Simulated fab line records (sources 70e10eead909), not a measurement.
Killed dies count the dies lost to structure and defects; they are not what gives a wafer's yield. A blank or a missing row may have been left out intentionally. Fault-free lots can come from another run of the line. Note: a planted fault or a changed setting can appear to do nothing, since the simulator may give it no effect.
fab line records	flow nandHarc
record: lots: 5	wafers: 15	lastDay: 30
route steps=1302 shown P_ZERO_WELL@14 END@1302
lots untouched by any fault: they come from a run of this same line in which no faults occurred
startH: hours from the record's opening day to when the first of the lot's shown wafers began	waitH: hours elapsed since this lot's preceding step	" repeats the value in the row above	L1.1+2: a single row standing in for several wafers	- no value, or no start given	* or withheld: withheld	< > ~ a bound
route shown NAME@n: names a module that has steps shown in the file, with the first one's number in the route	usual: average and standard deviation across the fault-free wafers	same: alike in all rows	chamber/n: place in a boat	sites: the reading at each site	_std_site: the values' standard deviation	_edge_site: inner sites' mean taken away from outer sites' mean	radiusMm: for every site, how far away it sits from the centre of the wafer	mask NAME#n: copy n	behind: tool/chamber where the wafer was last shaped	hold: why the lot was held/for how many hours/how that ended	device: the n, p or np transistor that did not switch	end of line: the route-end tests of the same wafers	for a step that has no rows: nothing shown but its recipe	killed: at the first sort, the dies lost to defects and structure; wafer yield is something else	map: per-die view of a wafer (x killed, . not killed, _ where there is no die)
set.NAME: the setting that was run; set.NAME@STEP: the one run at that earlier step	model.NAME: the simulator's own value behind a step, which no gauge read
lots at selected steps of the route; one table per step, one row per wafer
services: when a tool's chamber went out of use (startH, in hours from the record's first day, below 0 if earlier), for how many hours, and the reason
== steps ==
step: NHARC_P_ZERO_WELL_CD_MEAS_11
recipe: targetCdNm: 500	landingEnergyEv: 500
usual: cdNm: 500.4/1.3
same: landingEnergyEv: 500
lot.wafer	tool	chamber	startH	waitH	cdNm
L501.1	cdSem-03	0	51.24	-	499.4
L501.2	"	0	"	"	501.2
L501.3	"	0	"	"	502.1
L506.1	cdSem-02	0	101.25	-	499.6
L506.2	"	0	"	"	501.2
L506.6	"	0	"	"	502.5
L511.3	cdSem-02	0	151.12	-	498.9
L511.4	"	0	"	"	500.7
L511.5	"	0	"	"	501.3
L512.2	cdSem-03	0	161.27	-	500.7
L512.3	"	0	"	"	500.5
L512.6	"	0	"	"	500.7
L513.3	cdSem-02	0	171.25	-	501.1
L513.4	"	0	"	"	500.0
L513.5	"	0	"	"	500.5
step: NHARC_P_ZERO_WELL_HARDBAKE_12
recipe: tempC: 118	timeS: 65
step: NHARC_P_ZERO_WELL_DESCUM_13
recipe: timeS: 3	o2FlowSccm: 200	arFlowSccm: 0	biasPowerW: 0	chemistry: O2
usual: drypumpMotorCurrentA: 5.6/0.4	oesProductAu: 0.997/0.0084	rfVppV: 57.7/0.89	showerheadPlenumPTorr: 1.92/0.08	throttleValvePct: 11.311/0.0088
lot.wafer	tool	chamber	startH	waitH	drypumpMotorCurrentA	oesProductAu	rfHoursCounterH	rfVppV	showerheadPlenumPTorr	throttleValvePct
L501.1	rieDiel-01	2	51.40	-	5.5	0.981	6	56.3	1.99	11.310
L501.3	"	3	"	"	6.5	0.983	6	57.7	1.85	11.316
L501.2	"	1	"	"	5.2	1.001	6	57.5	1.83	11.297
L506.2	rieDiel-09	0	101.41	-	5.2	0.998	34	58.0	1.91	11.315
L506.1	"	3	"	"	5.4	1.012	38	59.3	2.02	11.305
L506.6	"	1	"	"	5.4	0.993	-	57.0	2.03	11.323
L511.4	rieDiel-04	1	151.29	-	5.8	0.985	49	57.9	1.98	11.304
L511.3	"	0	"	"	5.4	0.990	52	57.4	1.90	11.305
L511.5	"	2	"	"	5.4	0.980	-	57.6	1.97	11.311
L512.2	rieDiel-04	1	161.45	-	5.8	0.987	53	59.8	1.98	11.300
L512.3	"	2	"	"	5.3	0.989	54	57.6	1.97	11.303
L512.6	"	0	"	"	5.4	0.991	-	58.0	1.90	11.303
L513.4	rieDiel-01	1	171.40	-	5.2	1.004	51	57.0	1.81	11.310
L513.3	"	0	"	"	5.8	0.997	46	56.7	1.80	11.311
L513.5	"	2	"	"	5.5	0.985	-	58.8	1.98	11.297
step: NHARC_P_ZERO_WELL_ETCH_65
recipe: targetDepthA: 800	overetchA: 240	timeS: 87.88	ionEnergyEv: 200	n2FlowSccm: 150	h2FlowSccm: 150	arFlowSccm: 0	rfW: 400	biasW: 150	chemistry: N2/H2
usual: drypumpMotorCurrentA: 5.6/0.38	oesProductAu: 1.000/0.0089	rfVppV: 430.6/2.7	showerheadPlenumPTorr: 2.04/0.089	throttleValvePct: 14.171/0.0088
lot.wafer	tool	chamber	startH	waitH	drypumpMotorCurrentA	oesProductAu	rfHoursCounterH	rfVppV	showerheadPlenumPTorr	throttleValvePct
L501.1	rieDiel-01	1	51.48	0.1	5.2	1.001	6	426.6	1.95	14.171
L501.2	"	2	"	"	5.5	0.991	6	432.9	2.13	14.175
L501.3	"	3	"	"	6.6	1.004	6	427.7	1.97	14.166
L506.2	rieDiel-09	1	101.50	0.1	5.4	1.013	35	432.7	2.17	14.172
L506.1	"	0	"	"	5.2	1.005	34	429.4	2.04	14.189
L506.6	"	2	"	"	5.5	1.026	-	428.1	1.99	14.174
L511.4	rieDiel-04	0	151.41	0.1	5.4	0.985	52	430.3	2.03	14.178
L511.3	"	1	"	"	5.8	0.979	49	433.2	2.12	14.169
L511.5	"	2	"	"	5.4	0.995	-	432.9	2.10	14.174
L512.3	rieDiel-04	0	161.63	0.2	5.4	0.989	55	429.2	2.03	14.188
L512.2	"	2	"	"	5.4	0.994	54	431.0	2.10	14.162
L512.6	"	1	"	"	5.8	0.986	-	432.5	2.11	14.159
L513.4	rieDiel-01	1	171.49	0.1	5.2	1.002	51	427.7	1.93	14.177
L513.3	"	3	"	"	6.6	1.006	46	427.5	1.96	14.158
L513.5	"	1	"	"	5.2	1.001	-	426.8	1.93	14.173
step: NHARC_P_ZERO_WELL_ETCH_62
recipe: targetDepthA: 130	timeS: 6.5	chf3FlowSccm: 50	arFlowSccm: 200	rfW: 500	biasW: 200	chemistry: CHF3/Ar
usual: drypumpMotorCurrentA: 5.6/0.38	oesProductAu: 0.954/0.018	rfVppV: 370.5/2.3	showerheadPlenumPTorr: 2.34/0.095	throttleValvePct: 20.218/0.0091
lot.wafer	tool	chamber	startH	waitH	drypumpMotorCurrentA	oesProductAu	rfHoursCounterH	rfVppV	showerheadPlenumPTorr	throttleValvePct
L501.2	rieDiel-01	3	-	-	6.5	0.963	6	367.7	2.27	20.217
L501.3	"	1	"	"	5.2	0.973	7	368.5	2.24	20.219
L501.1	"	2	"	"	5.5	0.957	6	373.5	2.44	20.214
L506.1	rieDiel-09	1	-	-	5.4	0.963	35	375.2	2.48	20.216
L506.2	"	2	"	"	5.6	0.974	41	370.3	2.30	20.227
L506.6	"	1	"	"	5.4	0.966	-	373.7	2.48	20.214
L511.4	rieDiel-04	0	-	-	5.4	0.958	52	370.4	2.33	20.211
L511.3	"	1	"	"	5.8	0.935	49	371.8	2.43	20.221
L511.5	"	3	"	"	6.3	0.963	-	367.1	2.19	20.211
L512.2	rieDiel-04	0	-	-	5.4	0.931	55	371.7	2.33	20.226
L512.3	"	1	"	"	5.8	0.933	53	371.4	2.42	20.205
L512.6	"	1	"	"	5.8	0.936	-	371.9	2.42	20.203
L513.4	rieDiel-01	1	-	-	5.2	0.963	51	366.9	2.23	20.211
L513.3	"	2	"	"	5.5	0.957	50	373.0	2.42	20.207
L513.5	"	1	"	"	5.2	0.964	-	368.9	2.23	20.226
step: NHARC_P_ZERO_WELL_ETCH_63
recipe: targetDepthA: 1200	timeS: 40.1	hbrFlowSccm: 150	cl2FlowSccm: 50	rfW: 400	icpW: 400	biasW: 100	chemistry: HBr/Cl2
usual: drypumpMotorCurrentA: 5.4/0.46	oesProductAu: 1.002/0.0064	throttleValvePct: 26.406/0.0091
lot.wafer	tool	chamber	startH	waitH	drypumpMotorCurrentA	oesProductAu	rfHoursCounterH	throttleValvePct
L501.3	rieSi-01	0	51.66	-	4.8	0.999	0.1	26.398
L501.2	"	2	"	"	5.1	0.996	0.1	26.413
L501.1	"	3	"	"	5.3	1.009	0.1	26.399
L506.1	rieSi-05	2	101.67	-	5.5	1.008	1.0	26.398
L506.2	"	0	"	"	5.0	0.999	0.9	26.421
L506.6	"	3	"	"	5.6	0.998	-	26.400
L511.3	rieSi-05	0	151.71	-	5.0	1.008	0.1	26.406
L511.4	"	2	"	"	5.5	1.006	0.1	26.416
L511.5	"	0	"	"	5.0	1.006	-	26.409
L512.2	rieSi-06	1	161.82	-	5.3	1.000	0.6	26.402
L512.3	"	3	"	"	5.5	0.992	0.6	26.398
L512.6	"	1	"	"	5.3	0.989	-	26.406
L513.3	rieSi-06	2	171.67	-	6.5	1.005	0.5	26.393
L513.4	"	3	"	"	5.5	1.007	0.6	26.423
L513.5	"	1	"	"	5.3	1.008	-	26.402
step: NHARC_P_ZERO_WELL_STRIP_15
recipe: timeS: 900	tempC: 130	chemistry: SPM
step: NHARC_P_ZERO_WELL_DEHYDRATE_16
recipe: tempC: 150	timeS: 120
step: NHARC_P_ZERO_WELL_HMDS_17
recipe: timeS: 30
step: NHARC_P_ZERO_WELL_COAT_18
recipe: spinRpm: withheld
step: NHARC_P_ZERO_WELL_SOFTBAKE_19
recipe: tempC: 122	timeS: 95
step: NHARC_P_ZERO_WELL_EBR_20
step: NHARC_P_ZERO_WELL_EXPOSE_21
recipe: na: 0.6	targetCdNm: 720	doseMj: 22.31	maskId: P_NWELL
same: na: 0.6
lot.wafer	tool	chamber	startH	waitH	mask
L501.1+2+3	krfScanner-04	0	52.45	-	P_NWELL#0
L506.1+2+6	krfScanner-02	0	102.44	-	P_NWELL#0
L511.3+4+5	krfScanner-01	0	152.49	-	P_NWELL#0
L512.2+3+6	krfScanner-02	0	162.60	-	P_NWELL#0
L513.3+4+5	krfScanner-04	0	172.44	-	P_NWELL_R1#0
step: NHARC_P_ZERO_WELL_PEB_22
recipe: pebTempC: 118	pebTimeS: 85
step: NHARC_P_ZERO_WELL_DEVELOP_23
recipe: timeS: 70
step: NHARC_P_ZERO_WELL_CD_MEAS_24
recipe: targetCdNm: 720	landingEnergyEv: 500
usual: cdNm: 720.1/1.3
same: landingEnergyEv: 500
lot.wafer	tool	chamber	startH	waitH	cdNm
L501.1	cdSem-01	0	52.61	-	719.4
L501.2	"	0	"	"	720.6
L501.3	"	0	"	"	722.0
L506.1	cdSem-02	0	102.59	-	719.4
L506.2	"	0	"	"	722.4
L506.6	"	0	"	"	719.0
L511.3	cdSem-02	0	152.64	-	719.5
L511.4	"	0	"	"	719.4
L511.5	"	0	"	"	718.2
L512.2	cdSem-03	0	162.76	-	720.0
L512.3	"	0	"	"	720.4
L512.6	"	0	"	"	720.7
L513.3	cdSem-03	0	172.59	-	709.3
L513.4	"	0	"	"	711.0
L513.5	"	0	"	"	711.0
step: NHARC_P_ZERO_WELL_HARDBAKE_25
recipe: tempC: 125	timeS: 80
step: NHARC_P_ZERO_WELL_DESCUM_26
recipe: timeS: 3	o2FlowSccm: 200	arFlowSccm: 0	biasPowerW: 0	chemistry: O2
usual: drypumpMotorCurrentA: 5.6/0.38	oesProductAu: 0.998/0.0088	rfVppV: 57.9/0.95	showerheadPlenumPTorr: 1.92/0.081	throttleValvePct: 11.311/0.0094
lot.wafer	tool	chamber	startH	waitH	drypumpMotorCurrentA	oesProductAu	rfHoursCounterH	rfVppV	showerheadPlenumPTorr	throttleValvePct	model.P_ZERO_WELL.cdNm
L501.1	rieDiel-09	3	52.77	-	5.3	1.015	22	58.1	2.03	11.304	719.1
L501.3	"	0	"	"	5.2	0.999	19	57.4	1.91	11.296	722.1
L501.2	"	2	"	"	5.5	1.010	23	57.5	1.88	11.305	720.5
L506.2	rieDiel-01	1	102.75	-	5.2	1.006	25	57.1	1.82	11.308	722.3
L506.1	"	3	"	"	6.5	0.994	20	59.4	1.84	11.309	719.8
L506.6	"	1	"	"	5.2	0.996	-	58.2	1.82	11.311	719
L511.3	rieDiel-09	2	152.79	-	5.5	1.000	0	59.0	1.87	11.320	718.9
L511.4	"	3	"	"	5.3	0.999	0	58.0	2.02	11.319	719.4
L511.5	"	3	"	"	5.3	1.005	-	57.5	2.02	11.311	718.1
L512.2	rieDiel-04	2	162.93	-	5.4	0.999	55	57.9	1.97	11.315	719.8
L512.3	"	0	"	"	5.4	0.979	56	56.4	1.90	11.333	720.1
L512.6	"	1	"	"	5.8	0.996	-	58.3	1.98	11.317	720.4
L513.4	rieDiel-09	2	172.77	-	5.5	1.000	7	56.5	1.87	11.310	710.2
L513.3	"	3	"	"	5.3	1.011	7	57.7	2.02	11.318	709.3
L513.5	"	1	"	"	5.4	0.999	-	59.4	2.02	11.299	710.4
step: NHARC_P_ZERO_WELL_IMPLANT_27
recipe: energyKev: 600	doseCm2: 1e+13	tiltDeg: 7
step: NHARC_END_SORT_01
recipe: tempC: 25
usual: killedAtArray: 56/20	killedAtOther: 1/1.3	killedAtPeriphery: 3.5/2.7	killedDies: 60/20	killedOpen: 3.3/1.6	killedShort: 2.4/1.5
same: grossDies: 677
lot.wafer	tool	chamber	startH	waitH	killedAtArray	killedAtOther	killedAtPeriphery	killedDies	killedOpen	killedShort
L501.1	prober-01	0	580.13	2.5	49	1	4	54	4	0
L501.2	prober-01	0	580.94	2.8	42	0	1	43	0	3
L501.3	prober-01	0	581.76	3.1	52	0	1	53	2	3
L506.1	prober-01	0	631.95	2.5	60	0	0	60	5	2
L506.2	prober-01	0	632.75	2.8	71	0	3	74	4	1
L506.6	prober-01	0	635.97	4.0	64	3	2	69	2	1
L511.3	prober-01	0	679.15	3.1	72	0	6	78	4	2
L511.4	prober-01	0	679.95	3.4	91	1	10	102	4	1
L511.5	prober-01	0	680.75	3.7	83	1	10	94	4	0
L513.3	prober-02	0	712.73	3.1	34	1	3	38	4	3
L513.4	prober-02	0	713.53	3.4	47	2	1	50	0	1
L513.5	prober-02	0	714.33	3.7	34	0	4	38	5	3
killed by level:class
L501.1 A_CHANNEL_HOLE_D1:chamberFilmFlake=38 A_CHANNEL_HOLE_D2:chamberFilmFlake=3 A_CONTACT:chamberFilmFlake=2 P_CONTACT:geometricParticle:open=1 A_ONON_D1:geometricParticle:open=1 A_CHANNEL_HOLE_D2:geometricParticle:open=1 A_WL_FILL:geometricParticle:open=1 P_STI:chamberFilmFlake=1
L501.2 A_CHANNEL_HOLE_D1:chamberFilmFlake=24 A_CHANNEL_HOLE_D2:chamberFilmFlake=7 A_ONON_D1:geometricParticle:short=2 A_DECK1_JOINT:chamberFilmFlake=2 A_STAIRCASE:chamberFilmFlake=2 A_WL_FILL:geometricParticle:short=1 P_GATE:chamberFilmFlake=1 A_ZERO_WELL:chamberFilmFlake=1
L501.3 A_CHANNEL_HOLE_D1:chamberFilmFlake=40 A_CHANNEL_HOLE_D2:chamberFilmFlake=5 A_WL_FILL:geometricParticle:short=3 A_CHANNEL_FILL_D2:geometricParticle:open=2 A_CONTACT:chamberFilmFlake=2 P_CONTACT:chamberFilmFlake=1
L506.1 A_SLIT:chamberFilmFlake=28 A_CHANNEL_HOLE_D2:chamberFilmFlake=21 A_M0:geometricParticle:open=3 A_CONTACT:geometricParticle:open=2 A_CHANNEL_HOLE_D1:chamberFilmFlake=2 A_ONON_D1:geometricParticle:short=1 A_WL_FILL:geometricParticle:short=1 A_CONTACT:chamberFilmFlake=1
L506.2 A_CHANNEL_HOLE_D2:chamberFilmFlake=35 A_SLIT:chamberFilmFlake=21 A_CONTACT:chamberFilmFlake=3 A_M0:geometricParticle:open=2 A_CHANNEL_HOLE_D1:chamberFilmFlake=2 A_CHANNEL_FILL_D2:chamberFilmFlake=2 A_CHANNEL_HOLE_D1:geometricParticle:open=1 A_CHANNEL_FILL_D1:geometricParticle:open=1
L506.6 A_SLIT:chamberFilmFlake=30 A_CHANNEL_HOLE_D2:chamberFilmFlake=27 THIN_TSV:chamberFilmFlake=3 P_GATE:chamberFilmFlake=2 A_STAIRCASE:chamberFilmFlake=2 A_ONON_D1:geometricParticle:open=1 A_ONON_D2:geometricParticle:short=1 A_M0:geometricParticle:open=1
L511.3 A_SLIT:chamberFilmFlake=32 A_CHANNEL_HOLE_D1:chamberFilmFlake=18 A_CHANNEL_HOLE_D2:chamberFilmFlake=10 P_ZERO_WELL:chamberFilmFlake=3 P_BONDPAD:chamberFilmFlake=2 A_CONTACT:chamberFilmFlake=2 A_WL_FILL:chamberFilmFlake=2 A_SOURCE_PLATE:geometricParticle:short=1
L511.4 A_SLIT:chamberFilmFlake=36 A_CHANNEL_HOLE_D1:chamberFilmFlake=29 A_CHANNEL_HOLE_D2:chamberFilmFlake=16 P_BONDPAD:chamberFilmFlake=5 A_CONTACT:chamberFilmFlake=3 P_STI:chamberFilmFlake=2 P_GATE:geometricParticle:open=1 A_CHANNEL_HOLE_D1:geometricParticle:open=1
L511.5 A_CHANNEL_HOLE_D1:chamberFilmFlake=31 A_SLIT:chamberFilmFlake=28 A_CHANNEL_HOLE_D2:chamberFilmFlake=14 P_BONDPAD:chamberFilmFlake=5 P_ZERO_WELL:chamberFilmFlake=3 A_STAIRCASE:chamberFilmFlake=2 A_CONTACT:chamberFilmFlake=2 A_ONON_D2:geometricParticle:open=1
L513.3 A_CHANNEL_HOLE_D1:chamberFilmFlake=17 A_STAIRCASE:chamberFilmFlake=4 A_CONTACT:chamberFilmFlake=3 A_M1:chamberFilmFlake=3 P_GATE:chamberFilmFlake=2 P_M0:geometricParticle:open=1 A_SOURCE_PLATE:geometricParticle:open=1 A_CHANNEL_FILL_D1:geometricParticle:short=1
L513.4 A_CHANNEL_HOLE_D1:chamberFilmFlake=35 A_STAIRCASE:chamberFilmFlake=6 A_M1:chamberFilmFlake=2 THIN_TSV:chamberFilmFlake=2 A_WL_FILL:geometricParticle:short=1 P_STI:chamberFilmFlake=1 A_CHANNEL_HOLE_D2:chamberFilmFlake=1 A_CONTACT:chamberFilmFlake=1
L513.5 A_CHANNEL_HOLE_D1:chamberFilmFlake=16 A_STAIRCASE:chamberFilmFlake=4 P_GATE:chamberFilmFlake=2 A_SLIT:chamberFilmFlake=2 A_CONTACT:chamberFilmFlake=2 A_M1:chamberFilmFlake=2 P_GATE:geometricParticle:open=1 P_M2:geometricParticle:short=1
== services ==
tool	chamber	startH	hours	kind
rieDiel-09	3	28.56	5.8	repair
rieDiel-04	0	34.56	-	clean
rieDiel-04	1	34.56	-	clean
rieDiel-04	2	34.56	-	clean
rieDiel-04	3	34.56	-	clean
rieDiel-01	0	35.80	-	clean
rieDiel-01	1	35.80	-	clean
rieDiel-01	1	35.80	-	consumableReplace:focusRing
krfScanner-04	-	40.47	0.2	repair
krfScanner-02	-	40.80	0.5	repair
rieSi-06	3	43.79	4.8	repair
rieSi-01	1	45.57	8.0	repair
krfScanner-01	-	45.97	1.2	repair
rieSi-06	-	72.00	9.0	pm
krfScanner-04	-	90.34	0.5	repair
krfScanner-02	-	94.00	4.0	pm
rieDiel-09	0	104.88	7.9	repair
rieDiel-04	-	122.24	0.3	repair
rieDiel-09	0	122.34	22.7	repair
rieSi-05	-	128.00	9.0	pm
krfScanner-01	-	140.00	4.0	pm
rieSi-06	-	142.47	0.1	repair
rieDiel-09	-	143.18	9.0	pm
rieDiel-04	3	161.32	4.8	repair
== key ==
firstSign: step: NHARC_P_ZERO_WELL_EXPOSE_21	reading: mask	direction: changed
effect: step: NHARC_P_ZERO_WELL_CD_MEAS_24	reading: cdNm	direction: down	sigmas: 7.4	usual: 720.1	struck: 710.4
modelEffect: step: NHARC_P_ZERO_WELL_DESCUM_26	value: P_ZERO_WELL.cdNm	without: 720.4	struck: 710
metAt NHARC_P_ZERO_WELL_EXPOSE_21
struckWafers L513.3,L513.4,L513.5
testerLeftOut L513
onsetBetween 52.45 172.44
fault: kind: wrongMask	tool: any	chamber: -	onsetH: 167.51	steps: NHARC_P_ZERO_WELL_EXPOSE_21	auxCopy: P_NWELL_R1#0	cdOffsetNm: -10.368	scope: struckLotsOnly
testerLeftOut: of these lots the tester's yield and bins aren't shown, on N5 and GAA mostly nor the transistor test; their killed dies are dies lost to structure and defects alone, not to doping, threshold or leakage, so they don't give the yield
